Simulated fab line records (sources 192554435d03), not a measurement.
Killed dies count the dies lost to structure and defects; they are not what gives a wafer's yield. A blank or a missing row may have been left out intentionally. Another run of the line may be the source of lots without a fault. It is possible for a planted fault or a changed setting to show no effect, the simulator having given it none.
fab line records -- flow n5-finfet
[record] lots = 6, wafers = 18, last-day = 17
route steps=1938 shown FIN_SAQP@121 BEOL_M4@1111 PASSIVATION@1936
lots with no fault: from the same line, run without faults
start-h: hours from the record's opening day to when the first of the lot's shown wafers began -- wait-h: hours from the lot's prior step to this one -- " identical to the entry in the row above -- L1.1+2: one row covering several wafers at once -- - no value, or no start was given -- * or withheld: withheld -- < > ~ a bound
route shown NAME@n: NAME is a module with steps in the file, n the number in the route of the first one -- usual: mean/standard deviation of fault-free wafers -- same: alike in all rows -- chamber/n: place in a boat -- sites: per-site readings -- _std_site: their standard deviation -- _edge_site: outer sites' mean less inner sites' -- radius-mm: how far each site lies from the wafer's centre -- mask NAME#n: copy n -- behind: tool/chamber where the wafer was last shaped -- hold: reason for holding the lot/hours on hold/outcome of the hold -- device: the transistor (n, p or np) that didn't switch -- end of line: tests of these same wafers at the route's end -- step lacking rows: just its recipe -- killed: not the wafer's yield, but the dies lost to structure and defects at the first sort -- map: shows each die of a wafer: x if killed, . if not, _ if none is there
set.NAME: the setting as run; set.NAME@STEP: as run at that earlier step -- model.NAME: the simulator's own value behind a step, which no gauge read
lots seen at some steps along the route; tables by step, rows by wafer
services: the hour from which a tool's chamber was out of use, counted from the record's first day as start-h (under 0 if before that day), plus the number of hours and why
[[steps]]
[step N5_FIN_SAQP_STRIP_55]
[recipe] chemistry = N2/H2, power-w = 500, temp-c = 40, pressure-mtorr = 50, rf-frequency-hz = 6e+07, overash-fraction = 0.3, bias-power-w = 28, h2-frac = 0.5, n2-flow-sccm = 300, h2-flow-sccm = 300
[step N5_FIN_SAQP_STRIP_23]
[recipe] chemistry = SPM, time-s = 750, temp-c = 130, h2so4-h2o2-vol-ratio = 4
[step N5_FIN_SAQP_SRD_66]
[recipe] dry = ipa-marangoni, time-s = 30, temp-c = 23, rinse-liquid = diw
[step N5_FIN_SAQP_RECESS_75]
[recipe] chemistry = HF/NH3, target = SiO2, target-depth-a = 144, afs-cycles = 3, temp-c = 30, sublimation-temp-c = 180, sublimation-time-s = 60
[usual] drypump-motor-current-A = 5.8/0.49, foreline-p-Torr = 0.1280/0.00042, sublimation-temp-c = 180.03/0.13
lot.wafer,tool,chamber,start-h,wait-h,drypump-motor-current-A,foreline-p-Torr,sublimation-temp-c
L188.3,vapor-etch-02,1,22.78,0.3,6.6,0.1287,179.95
L188.4,vapor-etch-02,0,22.78,0.3,4.9,0.1277,179.98
L188.5,vapor-etch-02,1,22.78,0.3,6.6,0.1269,180.16
L196.1,vapor-etch-02,0,71.07,0.0,4.9,0.1279,179.89
L196.4,vapor-etch-02,1,71.07,0.0,6.6,0.1282,180.05
L196.6,vapor-etch-02,0,71.07,0.0,4.9,0.1273,180.04
L200.2,vapor-etch-02,1,95.24,0.0,6.6,0.1284,179.96
L200.5,vapor-etch-02,0,95.24,0.0,4.9,0.1282,180.13
L200.6,vapor-etch-02,1,95.24,0.0,6.6,0.1278,180.18
L203.2,vapor-etch-01,0,114.04,0.0,5.8,0.1280,180.20
L203.4,vapor-etch-01,0,114.04,0.0,5.8,0.1279,180.21
L203.6,vapor-etch-01,1,114.04,0.0,5.8,0.1279,179.98
L207.2,vapor-etch-02,0,136.89,0.0,4.9,0.1283,179.77
L207.3,vapor-etch-02,0,136.89,0.0,4.9,0.1287,179.84
L207.6,vapor-etch-02,0,136.89,0.0,4.9,0.1280,180.01
L208.1,vapor-etch-01,0,143.13,0.0,5.8,0.1286,180.04
L208.2,vapor-etch-01,1,143.13,0.0,5.7,0.1282,179.77
L208.5,vapor-etch-01,0,143.13,0.0,5.8,0.1281,180.23
[step N5_FIN_SAQP_SPACER1_ALD_24]
[recipe] material = SiO2, target-thk-a = 203, temp-c = 300, ald-precursor-family = BDEAS, ald-co-reactant = O2-plasma, pulse-time-s = 1, purge-time-s = 2, co-reactant-purge-time-s = 2, ald-cycles = 218, pressure-torr = 2
[step N5_FIN_SAQP_SPACER1_ETCHBACK_25]
[recipe] chemistry = CHF3/O2, mode = anisotropic-etchback, target = SiO2, target-depth-a = 244, time-s = 12.2, pressure-mtorr = 30, source-w = 650, bias-w = 170, Ar_flow_sccm = 200, CHF3_flow_sccm = 50, O2_flow_sccm = 5, ion-energy-ev = 200
[usual] drypump-motor-current-A = 5.6/0.49, oes_o_777_au = 0.78/0.068, oes-product-au = 0.78/0.068, rf-fwd-power-W = 646.2/2.3, rf-vpp-V = 524/5.8, showerhead-plenum-p-Torr = 2.42/0.077, throttle-valve-pct = 19.00/0.2
lot.wafer,tool,chamber,start-h,wait-h,drypump-motor-current-A,oes_o_777_au,oes-product-au,rf-fwd-power-W,rf-hours-counter-h,rf-vpp-V,showerhead-plenum-p-Torr,throttle-valve-pct
L188.3,rie-diel-01,2,24.85,0.5,6.0,0.75,0.77,648.1,169,514,2.40,19.15
L188.4,rie-diel-01,1,24.85,0.5,5.9,0.79,0.78,647.5,-,520,2.32,18.75
L188.5,rie-diel-01,3,24.85,0.5,5.1,0.73,0.73,648.2,-,522,2.49,18.78
L196.1,rie-diel-01,2,72.17,0.4,6.0,0.73,0.73,645.3,185,513,2.40,19.17
L196.4,rie-diel-01,0,72.17,0.4,5.5,0.83,0.83,645.6,53,528,2.35,18.99
L196.6,rie-diel-01,0,72.17,0.4,5.5,0.83,0.82,645.7,-,528,2.35,18.98
L200.2,rie-diel-04,1,97.44,0.4,5.7,0.83,0.82,643.4,97,513,2.35,18.80
L200.5,rie-diel-04,1,97.44,0.4,5.7,0.82,0.82,644.9,-,513,2.35,18.81
L200.6,rie-diel-04,2,97.44,0.4,6.0,0.71,0.71,648.3,-,517,2.48,19.06
L203.2,rie-diel-04,2,115.14,0.4,6.0,0.70,0.71,647.6,211,517,2.47,19.08
L203.4,rie-diel-04,0,115.14,0.4,5.8,0.78,0.80,643.2,-,521,2.33,18.68
L203.6,rie-diel-04,0,115.14,0.4,5.8,0.78,0.80,646.4,-,523,2.33,18.69
L207.2,rie-diel-01,1,137.99,0.4,5.9,0.75,0.75,652.5,169,520,2.31,18.81
L207.3,rie-diel-01,3,137.99,0.4,5.1,0.71,0.70,646.4,219,524,2.48,18.86
L207.6,rie-diel-01,2,137.99,0.4,6.1,0.73,0.73,645.6,-,513,2.39,19.21
L208.1,rie-diel-04,2,144.27,0.4,6.0,0.69,0.69,646.5,223,519,2.47,19.10
L208.2,rie-diel-04,1,144.27,0.4,5.7,0.81,0.81,647.4,107,514,2.35,18.83
L208.5,rie-diel-04,2,144.27,0.4,6.0,0.70,0.70,646.4,-,518,2.47,19.10
[step N5_FIN_SAQP_MANDREL1_REMOVE_56]
[recipe] chemistry = HBr/Cl2/O2, bt-time-s = 10, target = a-Si, stop-on = SiNx, endpoint = OES-SiCl, over-etch-frac = 1, icp-w = 600, bias-w = 22, HBr_flow_sccm = 150, Cl2_flow_sccm = 80, O2_flow_sccm = 5, pressure-mtorr = 10
[usual] drypump-motor-current-A = 5.8/0.44, oes_o_777_au = 0.998/0.017, oes-product-au = 1.000/0.013, rf-fwd-power-W = 596.6/2, throttle-valve-pct = 36.73/0.29
lot.wafer,tool,chamber,start-h,wait-h,drypump-motor-current-A,oes_o_777_au,oes-product-au,rf-fwd-power-W,rf-hours-counter-h,throttle-valve-pct
L188.3,rie-si-01,0,24.94,0.1,5.4,0.956,0.988,597.6,120,36.69
L188.4,rie-si-01,2,24.94,0.1,5.9,0.981,1.010,596.5,194,36.69
L188.5,rie-si-01,3,24.94,0.1,5.0,0.992,1.006,596.7,-,37.03
L196.1,rie-si-06,0,72.26,0.1,5.6,1.022,1.000,594.3,111,36.18
L196.4,rie-si-06,2,72.26,0.1,5.7,0.970,0.985,594.6,88,36.47
L196.6,rie-si-06,3,72.26,0.1,6.4,1.014,1.032,597.8,-,36.82
L200.2,rie-si-06,2,97.52,0.1,5.7,0.979,0.988,598.2,88,36.47
L200.5,rie-si-06,0,97.52,0.1,5.6,1.026,0.992,593.1,-,36.18
L200.6,rie-si-06,1,97.52,0.1,5.2,0.996,1.013,596.4,-,37.00
L203.2,rie-si-01,0,115.26,0.1,5.3,0.966,0.997,598.5,122,36.69
L203.4,rie-si-01,1,115.26,0.1,5.8,1.003,1.001,599.3,121,36.98
L203.6,rie-si-01,0,115.26,0.1,5.3,0.954,1.001,595.0,-,36.68
L207.2,rie-si-05,2,138.08,0.1,6.5,1.020,1.006,595.8,19,36.24
L207.3,rie-si-05,0,138.08,0.1,6.1,1.007,0.999,598.8,23,37.01
L207.6,rie-si-05,0,138.08,0.1,6.1,1.004,0.998,602.0,-,37.03
L208.1,rie-si-01,3,144.36,0.1,5.0,0.993,1.002,596.0,40,37.01
L208.2,rie-si-01,1,144.36,0.1,5.8,1.013,0.979,597.2,121,36.98
L208.5,rie-si-01,1,144.36,0.1,5.8,1.006,0.972,599.0,-,36.98
[step N5_FIN_SAQP_CD_MEAS_27]
[recipe] target-cd-nm = 20, landing-energy-ev = 1000, detector = se-inlens, polarity = line
[usual] cd-nm = 20.28/0.23
lot.wafer,tool,chamber,start-h,wait-h,cd-nm
L188.3,cd-sem-03,0,25.05,0.1,20.34
L188.4,cd-sem-03,0,25.05,0.1,19.97
L188.5,cd-sem-03,0,25.05,0.1,20.15
L196.1,cd-sem-02,0,72.37,0.1,20.14
L196.4,cd-sem-02,0,72.37,0.1,20.19
L196.6,cd-sem-02,0,72.37,0.1,19.95
L200.2,cd-sem-02,0,97.64,0.1,20.36
L200.5,cd-sem-02,0,97.64,0.1,20.49
L200.6,cd-sem-02,0,97.64,0.1,20.56
L203.2,cd-sem-03,0,115.38,0.1,20.30
L203.4,cd-sem-03,0,115.38,0.1,20.63
L203.6,cd-sem-03,0,115.38,0.1,20.17
L207.2,cd-sem-01,0,138.20,0.1,20.46
L207.3,cd-sem-01,0,138.20,0.1,20.09
L207.6,cd-sem-01,0,138.20,0.1,20.28
L208.1,cd-sem-02,0,144.51,0.1,20.03
L208.2,cd-sem-02,0,144.51,0.1,20.36
L208.5,cd-sem-02,0,144.51,0.1,20.17
[step N5_FIN_SAQP_ETCH_57]
[recipe] chemistry = CH3F/O2, target = SiNx, mask-material = SiO2, target-depth-a = 325, time-s = 46.4, pressure-mtorr = 30, source-w = 395, bias-w = 73, Ar_flow_sccm = 150, CH3F_flow_sccm = 30, O2_flow_sccm = 20, ion-energy-ev = 120, ends = cleared
[usual] drypump-motor-current-A = 5.8/0.47, etch-rf-on-time-s = 45.8/0.71, oes_o_777_au = 0.78/0.065, oes-product-au = 0.67/0.057, rf-fwd-power-W = 388.4/2.1, rf-vpp-V = 296/3.2, showerhead-plenum-p-Torr = 2.01/0.072, throttle-valve-pct = 16.36/0.19
lot.wafer,tool,chamber,start-h,wait-h,drypump-motor-current-A,etch-rf-on-time-s,oes_o_777_au,oes-product-au,rf-fwd-power-W,rf-hours-counter-h,rf-vpp-V,showerhead-plenum-p-Torr,throttle-valve-pct
L188.3,rie-diel-04,0,25.24,0.2,5.8,45.5,0.82,0.71,387.2,68,295,1.94,16.07
L188.4,rie-diel-04,1,25.24,0.2,5.7,45.3,0.85,0.73,390.2,77,292,1.95,16.21
L188.5,rie-diel-04,0,25.24,0.2,5.8,45.4,0.81,0.70,386.8,-,297,1.94,16.07
L196.1,rie-diel-04,0,72.42,0.0,5.8,45.4,0.80,0.70,388.0,81,297,1.94,16.09
L196.4,rie-diel-04,1,72.42,0.0,5.7,46.8,0.83,0.70,389.0,90,293,1.95,16.25
L196.6,rie-diel-04,2,72.42,0.0,6.0,46.5,0.72,0.62,391.2,-,294,2.06,16.51
L200.2,rie-diel-04,3,97.68,0.0,6.7,45.5,0.90,0.77,382.7,40,298,2.13,16.16
L200.5,rie-diel-04,1,97.68,0.0,5.7,45.7,0.83,0.70,388.5,-,291,1.95,16.24
L200.6,rie-diel-04,2,97.68,0.0,6.0,46.1,0.71,0.61,391.1,-,293,2.06,16.54
L203.2,rie-diel-05,2,115.47,0.1,6.1,46.2,0.75,0.64,389.2,178,300,2.07,16.54
L203.4,rie-diel-05,1,115.47,0.1,5.0,46.1,0.88,0.75,388.8,36,297,2.04,16.30
L203.6,rie-diel-05,2,115.47,0.1,6.1,47.6,0.76,0.63,389.9,-,299,2.07,16.55
L207.2,rie-diel-01,2,138.24,0.0,6.0,46.3,0.74,0.62,387.3,208,291,1.98,16.64
L207.3,rie-diel-01,1,138.24,0.0,5.9,46.9,0.74,0.63,390.2,170,296,1.91,16.29
L207.6,rie-diel-01,2,138.24,0.0,6.0,46.7,0.73,0.62,387.5,-,291,1.98,16.65
L208.1,rie-diel-04,1,144.75,0.2,5.7,45.1,0.81,0.70,388.7,107,291,1.94,16.27
L208.2,rie-diel-04,0,144.75,0.2,5.7,46.8,0.76,0.67,387.1,106,296,1.93,16.15
L208.5,rie-diel-04,0,144.75,0.2,5.8,46.2,0.77,0.68,386.0,-,296,1.93,16.14
[step N5_FIN_SAQP_ETCH_65]
[recipe] chemistry = CF4, target = SiO2, target-depth-a = 40, ion-energy-ev = 350, time-s = 4.4, pressure-mtorr = 10, icp-w = 800, bias-w = 400, cf4-flow-sccm = 80
[usual] drypump-motor-current-A = 5.8/0.41, oes-product-au = 1.000/0.014, rf-fwd-power-W = 789/3.7, throttle-valve-pct = 21.76/0.23
lot.wafer,tool,chamber,start-h,wait-h,drypump-motor-current-A,oes-product-au,rf-fwd-power-W,rf-hours-counter-h,throttle-valve-pct
L188.3,rie-si-05,1,25.35,0.1,5.6,1.017,788,5,22.02
L188.4,rie-si-05,3,25.35,0.1,6.1,0.980,790,113,21.62
L188.5,rie-si-05,1,25.35,0.1,5.6,1.012,788,-,22.03
L196.1,rie-si-05,3,72.53,0.1,6.1,0.983,792,114,21.62
L196.4,rie-si-05,1,72.53,0.1,5.6,1.005,787,6,22.02
L196.6,rie-si-05,3,72.53,0.1,6.1,0.988,792,-,21.62
L200.2,rie-si-01,2,97.79,0.1,5.9,1.005,783,195,21.76
L200.5,rie-si-01,3,97.79,0.1,5.0,1.002,789,-,22.02
L200.6,rie-si-01,0,97.79,0.1,5.3,0.981,796,-,21.75
L203.2,rie-si-05,2,115.58,0.1,6.4,1.027,785,19,21.27
L203.4,rie-si-05,0,115.58,0.1,6.1,1.010,790,23,22.03
L203.6,rie-si-05,3,115.58,0.1,6.0,0.990,783,-,21.61
L207.2,rie-si-06,0,138.35,0.1,5.6,1.004,784,112,21.49
L207.3,rie-si-06,1,138.35,0.1,5.2,1.005,789,56,21.90
L207.6,rie-si-06,0,138.35,0.1,5.6,1.006,785,-,21.46
L208.1,rie-si-06,2,144.86,0.1,5.6,0.982,795,89,21.64
L208.2,rie-si-06,3,144.86,0.1,6.4,1.024,789,100,21.76
L208.5,rie-si-06,2,144.86,0.1,5.6,0.987,791,-,21.63
[step N5_FIN_SAQP_MANDREL_ETCH_58]
[recipe] chemistry = HBr/Cl2, target = a-Si, target-depth-a = 450, bt-time-s = 10, stop-on = SiNx, mask-material = SiO2, over-etch-frac = 0.8, time-s = 27, pressure-mtorr = 10, icp-w = 800, bias-w = 75, HBr_flow_sccm = 150, Cl2_flow_sccm = 80, ends = end-point
[step N5_FIN_SAQP_RECESS_63]
[recipe] chemistry = HF/NH3, target = SiO2, target-depth-a = 180, afs-cycles = 3, temp-c = 30, sublimation-temp-c = 180, sublimation-time-s = 60
[step N5_FIN_SAQP_COAT_68]
[recipe] resist = SOC, temp-c = 250, time-s = 60, spin-rpm = 1500, resist-thk-nm = 100
[usual] heater-power-total-W = 500.2/1.8, plate-temp-C = 250.00/0.17
lot.wafer,tool,chamber,start-h,wait-h,heater-power-total-W,plate-temp-C
L188.3,litho-track-05,0,25.86,0.2,500.1,250.38
L188.4,litho-track-05,0,25.86,0.2,501.9,250.34
L188.5,litho-track-05,0,25.86,0.2,503.0,250.26
L196.1,litho-track-01,0,73.02,0.3,501.5,249.88
L196.4,litho-track-01,0,73.02,0.3,501.8,249.71
L196.6,litho-track-01,0,73.02,0.3,502.3,250.02
L200.2,litho-track-01,0,98.93,0.3,494.0,246.51
L200.5,litho-track-01,0,98.93,0.3,492.4,246.21
L200.6,litho-track-01,0,98.93,0.3,492.3,246.51
L203.2,litho-track-01,0,116.08,0.3,492.7,246.19
L203.4,litho-track-01,0,116.08,0.3,492.0,246.20
L203.6,litho-track-01,0,116.08,0.3,490.3,246.41
L207.2,litho-track-02,0,138.85,0.3,497.4,250.22
L207.3,litho-track-02,0,138.85,0.3,502.0,250.24
L207.6,litho-track-02,0,138.85,0.3,501.0,250.22
L208.1,litho-track-05,0,145.36,0.3,498.3,250.10
L208.2,litho-track-05,0,145.36,0.3,500.5,250.04
L208.5,litho-track-05,0,145.36,0.3,502.4,249.90
[step N5_FIN_SAQP_ETCH_69]
[recipe] chemistry = N2/H2, target = SOC, target-depth-a = 1500, stop-on = SiNx, ion-energy-ev = 100, bias-w = 61, pressure-mtorr = 30, source-w = 850, n2-flow-sccm = 200, h2-flow-sccm = 200
[step N5_BEOL_M4_RC_MEAS_101]
[usual] DIBL_N = 36.0/1.4, DIBL_P = 36.1/1.4, IOFF_N = 0.153/0.02, IOFF_P = 0.211/0.026, ION_N = 673/8.7, ION_P = 463/6.7, SS_N = 71.5/0.5, SS_P = 73.3/0.54, VT_N = 250.1/2.4, VT_P = -250.2/2.9
lot.wafer,tool,chamber,start-h,wait-h,DIBL_N[mV/V],DIBL_P[mV/V],IOFF_N[nA/um],IOFF_P[nA/um],ION_N[uA/um],ION_P[uA/um],SS_N[mV/dec],SS_P[mV/dec],VT_N[mV],VT_P[mV]
L188.3,prober-02,0,180.82,0.3,36.3,37.8,0.170,0.253,683,475,71.2,73.8,247.7,-246.8
L188.4,prober-02,0,180.82,0.3,34.4,34.7,0.137,0.206,671,467,70.9,72.8,251.5,-247.3
L188.5,prober-02,0,180.82,0.3,34.2,34.9,0.133,0.196,670,473,71.3,72.8,251.0,-250.0
L196.1,prober-01,0,239.22,0.0,36.3,36.8,0.167,0.220,678,468,71.0,73.5,250.2,-250.0
L196.4,prober-01,0,239.22,0.0,36.5,37.1,0.159,0.223,671,462,71.1,73.4,252.3,-246.7
L196.6,prober-01,0,239.22,0.0,38.0,38.8,0.192,0.253,685,473,72.5,73.9,247.5,-246.7
L200.2,prober-02,0,272.88,0.4,36.4,36.5,0.174,0.230,685,469,71.9,73.8,246.1,-248.7
L200.5,prober-02,0,272.88,0.4,35.9,36.3,0.164,0.224,677,470,72.1,73.0,247.6,-250.6
L200.6,prober-02,0,272.88,0.4,34.3,34.4,0.142,0.192,664,461,71.4,73.1,251.3,-252.7
L203.2,prober-02,0,281.88,0.7,38.6,37.6,0.172,0.221,668,460,71.7,72.8,248.4,-249.8
L203.4,prober-02,0,281.88,0.7,38.0,37.9,0.154,0.224,667,459,72.2,73.2,253.8,-250.5
L203.6,prober-02,0,281.88,0.7,38.3,37.8,0.168,0.232,677,461,71.4,73.2,249.4,-250.7
L208.1,prober-01,0,299.46,0.0,37.8,39.0,0.179,0.240,688,467,72.2,73.9,245.8,-249.0
L208.2,prober-01,0,299.46,0.0,36.4,36.6,0.149,0.200,678,455,72.0,73.2,250.5,-251.2
L208.5,prober-01,0,299.46,0.0,36.5,37.8,0.152,0.210,670,465,71.7,73.0,252.1,-251.6
L207.2,prober-01,0,302.03,0.2,36.1,35.7,0.154,0.225,675,472,71.1,73.1,251.3,-247.8
L207.3,prober-01,0,302.03,0.2,36.4,36.3,0.162,0.233,683,471,71.1,73.6,247.3,-245.6
L207.6,prober-01,0,302.03,0.2,37.1,36.5,0.163,0.228,672,467,71.8,73.9,251.1,-250.0
[step N5_PASSIVATION_PROBE_49]
[usual] defect-limited-yield = 91.2/1.4, killed_at_M0_to_M3 = 34/9.7, killed_at_M4_up = 14/5.2, killed-at-contacts = 13/6.7, killed-at-front-end = 39/11, killed-at-other = 3.6/2.6, killed-dies = 104/17, killed-open = 69/12, killed-short = 34/8.2, sort_bin_5_function = 5.3/0.89, sort_bin_6_memory = 3.2/0.69, sort-n-pass = 1076/17, sort-yield-pct = 91.2/1.4
[same] gross-dies = 1180, killed-at-back-side = 0, sort_bin_4_leakage[%] = 0, sort_bin_8_speed[%] = 0
lot.wafer,tool,chamber,start-h,wait-h,defect-limited-yield[%],killed_at_M0_to_M3,killed_at_M4_up,killed-at-contacts,killed-at-front-end,killed-at-other,killed-dies,killed-open,killed-short,sort_bin_5_function[%],sort_bin_6_memory[%],sort-n-pass,sort-yield-pct[%]
L196.1,prober-02,-,348.52,0.0,89.5,43,13,5,58,5,124,82,42,6.3,3.8,1056,89.5
L196.4,prober-02,-,348.67,0.2,88.9,46,27,12,42,4,131,87,44,6.7,4.1,1049,88.9
L196.6,prober-02,-,348.77,0.3,90.8,40,16,18,31,4,109,70,38,5.6,3.4,1071,90.8
L200.2,prober-01,-,386.48,0.1,88.9,40,19,24,42,6,131,86,45,5.8,4.7,1049,88.9
L200.5,prober-01,-,386.63,0.2,90.8,42,25,12,28,1,108,78,30,5.5,3.4,1072,90.8
L200.6,prober-01,-,386.68,0.3,88.5,40,19,20,52,5,136,89,47,6.6,4.5,1044,88.5
L208.1,prober-02,-,414.09,0.0,91.0,23,13,9,61,0,106,63,42,4.6,3.9,1074,91.0
L208.2,prober-02,-,414.14,0.1,89.8,46,13,22,37,2,120,80,40,5.9,4.0,1060,89.8
L208.5,prober-02,-,414.29,0.2,91.4,28,13,14,45,2,102,80,21,5.8,2.6,1078,91.4
L207.2,prober-01,-,416.24,0.1,93.3,19,14,6,38,2,79,55,23,4.1,2.5,1101,93.3
L207.3,prober-01,-,416.29,0.1,90.1,30,13,16,55,3,117,71,46,6.0,3.3,1063,90.1
L207.6,prober-01,-,416.44,0.3,91.3,33,17,13,39,1,103,71,32,5.3,3.1,1077,91.3
// killed by level:class
L196.1 FIN_SAQP:geometric-particle:open=18 FIN_SAQP:geometric-particle:short=16 BEOL_M1:geometric-particle:open=11 BEOL_M3:geometric-particle:open=8 BEOL_M0_SAQP:geometric-particle:open=8 BEOL_M2:geometric-particle:open=7 BEOL_M4:geometric-particle:open=6 DUMMY_GATE:geometric-particle:open=5
L196.4 BEOL_M4:geometric-particle:open=17 BEOL_M1:geometric-particle:open=11 STI_FIN_REVEAL:geometric-particle:open=10 BEOL_M2:geometric-particle:open=10 MOL_CONTACT_COAG:geometric-particle:open=9 BEOL_M0_SAQP:geometric-particle:short=8 FIN_SAQP:geometric-particle:short=6 BEOL_M3:geometric-particle:open=6
L196.6 MOL_CONTACT_COAG:geometric-particle:open=13 BEOL_M1:geometric-particle:open=13 FIN_SAQP:geometric-particle:short=9 BEOL_M0_SAQP:geometric-particle:open=7 MOL_CONTACT_COAG:geometric-particle:short=5 BEOL_M6:geometric-particle:open=5 FIN_SAQP:geometric-particle:open=4 BEOL_M2:geometric-particle:open=4
L200.2 MOL_CONTACT_COAG:geometric-particle:open=18 BEOL_M0_SAQP:geometric-particle:open=13 BEOL_M4:geometric-particle:open=11 FIN_SAQP:geometric-particle:short=10 BEOL_M0_SAQP:geometric-particle:short=10 STI_FIN_REVEAL:geometric-particle:open=8 BEOL_M2:geometric-particle:open=7 FIN_SAQP:geometric-particle:open=6
L200.5 BEOL_M4:geometric-particle:open=16 BEOL_M0_SAQP:geometric-particle:open=11 MOL_CONTACT_COAG:geometric-particle:open=10 BEOL_M0_SAQP:geometric-particle:short=9 BEOL_M2:geometric-particle:open=9 FIN_SAQP:geometric-particle:open=6 STI_FIN_REVEAL:geometric-particle:open=5 ILD0:geometric-particle:open=4
L200.6 MOL_CONTACT_COAG:geometric-particle:open=17 STI_FIN_REVEAL:geometric-particle:open=11 FIN_SAQP:geometric-particle:open=9 FIN_SAQP:geometric-particle:short=9 BEOL_M4:geometric-particle:open=9 BEOL_M0_SAQP:geometric-particle:short=8 BEOL_M0_SAQP:geometric-particle:open=8 BEOL_M3:geometric-particle:open=8
L208.1 STI_FIN_REVEAL:geometric-particle:open=18 BEOL_M4:geometric-particle:open=8 MOL_CONTACT_COAG:geometric-particle:open=7 FIN_SAQP:geometric-particle:open=6 FIN_SAQP:geometric-particle:short=6 STI_FIN_REVEAL:geometric-particle:short=6 DUMMY_GATE:geometric-particle:open=6 STARTING-WAFER:geometric-particle:short=6
L208.2 MOL_CONTACT_COAG:geometric-particle:open=15 BEOL_M2:geometric-particle:open=12 FIN_SAQP:geometric-particle:short=8 STI_FIN_REVEAL:geometric-particle:open=7 MOL_CONTACT_COAG:geometric-particle:short=7 BEOL_M0_SAQP:geometric-particle:open=7 FIN_SAQP:geometric-particle:open=6 GATE_CUT:geometric-particle:short=5
L208.5 STI_FIN_REVEAL:geometric-particle:open=17 DUMMY_GATE:geometric-particle:open=12 MOL_CONTACT_COAG:geometric-particle:open=11 BEOL_M0_SAQP:geometric-particle:open=8 BEOL_M4:geometric-particle:open=7 BEOL_M2:geometric-particle:open=6 GATE_CUT:geometric-particle:short=5 BEOL_M3:geometric-particle:open=4
L207.2 FIN_SAQP:geometric-particle:open=10 BEOL_M2:geometric-particle:open=6 FIN_SAQP:geometric-particle:short=5 GATE_CUT:geometric-particle:short=5 MOL_CONTACT_COAG:geometric-particle:open=5 BEOL_M5:geometric-particle:open=5 STI_FIN_REVEAL:geometric-particle:open=4 DUMMY_GATE:geometric-particle:open=3
L207.3 FIN_SAQP:geometric-particle:open=17 FIN_SAQP:geometric-particle:short=13 MOL_CONTACT_COAG:geometric-particle:open=11 BEOL_M0_SAQP:geometric-particle:short=8 BEOL_M0_SAQP:geometric-particle:open=7 BEOL_M2:geometric-particle:open=7 BEOL_M4:geometric-particle:open=7 STI_FIN_REVEAL:geometric-particle:open=6
L207.6 BEOL_M0_SAQP:geometric-particle:open=12 MOL_CONTACT_COAG:geometric-particle:open=11 FIN_SAQP:geometric-particle:short=9 FIN_SAQP:geometric-particle:open=7 STARTING-WAFER:geometric-particle:open=6 BEOL_M0_SAQP:geometric-particle:short=5 BEOL_M1:geometric-particle:open=5 BEOL_M4:geometric-particle:open=5
[[services]]
tool,chamber,start-h,hours,kind
rie-si-05,2,3.31,2.9,repair
litho-track-02,-,5.09,-,consumable-replace:filter
rie-diel-01,0,19.27,7.2,repair
litho-track-02,-,23.41,-,consumable-replace:filter
rie-diel-05,0,32.29,3.4,repair
rie-si-06,-,33.38,2.8,pm
litho-track-01,-,50.81,-,consumable-replace:filter
rie-si-06,3,59.87,8.1,repair
vapor-etch-01,-,68.52,0.3,repair
rie-diel-01,3,79.02,4.8,repair
rie-si-06,-,80.65,14.6,pm
rie-diel-01,2,95.07,1.2,repair
rie-si-06,3,97.23,7.1,repair
vapor-etch-02,-,97.73,0.9,repair
rie-diel-04,1,104.65,18.0,repair
rie-si-01,2,141.65,-,clean
rie-si-01,2,141.65,16.6,scheduled-down
rie-si-01,2,141.65,16.6,vent-cycle
rie-si-01,0,142.98,1.6,repair
[[key]]
[first-sign] step = N5_FIN_SAQP_COAT_68, reading = plate-temp-C, direction = down, sigmas = 22, usual = *, struck = *
[effect] step = N5_FIN_SAQP_COAT_68, reading = heater-power-total-W, direction = down, sigmas = 4.4, usual = *, struck = *
met-at N5_FIN_SAQP_COAT_68
struck-wafers L200.2,L200.5,L200.6,L203.2,L203.4,L203.6
onset-between 73.02 98.93
[fault] kind = process-parameter-drift, tool = litho-track-01, chamber = -, onset-h = 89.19, steps = N5_FIN_SAQP_COAT_68, channel = temp-c, offset = *, shape = step, end-h = 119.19, acts-in = *, stated = *
